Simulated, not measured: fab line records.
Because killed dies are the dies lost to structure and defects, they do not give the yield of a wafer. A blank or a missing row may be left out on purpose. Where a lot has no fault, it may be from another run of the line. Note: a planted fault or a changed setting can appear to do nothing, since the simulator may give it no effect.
Matching of chambers | flow n5 finfet | N5_FIN_SAQP_SPACER2_ETCHBACK_29 on rie diel-01: 4 sister chambers
The step etches SiO2 in CHF3/O2, target depth 12.2 nm, time 6.1 s. 18 wafers are shown with their chamber, then 9 later ones without.

WAFERS, EACH WITH ITS CHAMBER
wafer  | chamber | showerhead plenum p Torr (Torr) | throttle valve pct (%) | drypump motor current A (A)
L079.1 | 0       | 2.39                            | 19.00                  | 5.6
L079.2 | 2       | 2.55                            | 19.15                  | 5.1
L079.5 | 2       | 2.55                            | 19.15                  | 5.1
L081.2 | 1       | 2.38                            | 19.02                  | 5.7
L081.4 | 2       | 2.55                            | 19.16                  | 5.1
L081.5 | 0       | 2.39                            | 19.01                  | 5.7
L082.1 | 2       | 2.55                            | 19.16                  | 5.1
L082.3 | 1       | 2.38                            | 19.03                  | 5.7
L082.6 | 2       | 2.55                            | 19.16                  | 5.1
L083.1 | 0       | 2.39                            | 19.01                  | 5.6
L083.2 | 2       | 2.55                            | 19.18                  | 5.1
L083.3 | 1       | 2.38                            | 19.01                  | 5.8
L085.1 | 1       | 2.37                            | 19.05                  | 5.7
L085.4 | 3       | 2.55                            | 18.50                  | 6.5
L085.5 | 2       | 2.54                            | 19.19                  | 5.1
L087.1 | 2       | 2.54                            | 19.17                  | 5.1
L087.3 | 0       | 2.38                            | 19.03                  | 5.6
L087.5 | 2       | 2.54                            | 19.20                  | 5.1

SIGNATURES (averages over the wafers above)
reading                  | chamber 0 | chamber 1 | chamber 2 | chamber 3 | scatter within a chamber
showerhead plenum p Torr | 2.3875    | 2.3775    | 2.5467    | 2.5500    | 0.005
throttle valve pct       | 19.0125   | 19.0275   | 19.1689   | 18.5000   | 0.0166
drypump motor current A  | 5.625     | 5.725     | 5.100     | 6.500     | 0.0327
Rule: for a wafer and a chamber, the distance is found by dividing, reading by reading, the gap between the wafer's reading and the chamber's mean by the reading's scatter, squaring, summing and taking the root. The wafer belongs to the nearest chamber; if the next one is less than 2 further off, it can't be placed. The scatter is the square root of a quotient: the sum, over the shown wafers, of each reading's squared deviation from its chamber's mean, divided by wafers minus chambers.

WAFERS WITH NO CHAMBER GIVEN
wafer  | showerhead plenum p Torr (Torr) | throttle valve pct (%) | drypump motor current A (A)
L089.2 | 2.37                            | 19.05                  | 5.8
L089.3 | 2.54                            | 19.19                  | 5.1
L089.5 | 2.55                            | 18.52                  | 6.5
L092.1 | 2.54                            | 19.20                  | 5.1
L092.2 | 2.37                            | 19.04                  | 5.7
L092.5 | 2.54                            | 19.20                  | 5.1
L096.1 | 2.54                            | 19.23                  | 5.1
L096.2 | 2.54                            | 18.54                  | 6.5
L096.6 | 2.54                            | 18.55                  | 6.5

EACH ONE'S CHAMBER
wafer  | from the rows above | in truth
L089.2 | 1                   | 1
L089.3 | 2                   | 2
L089.5 | 3                   | 3
L092.1 | 2                   | 2
L092.2 | 1                   | 1
L092.5 | 2                   | 2
L096.1 | 2                   | 2
L096.2 | 3                   | 3
L096.6 | 3                   | 3
9 of 9 placed correctly. Can't be placed from these rows: 0. Placed wrongly: 0.
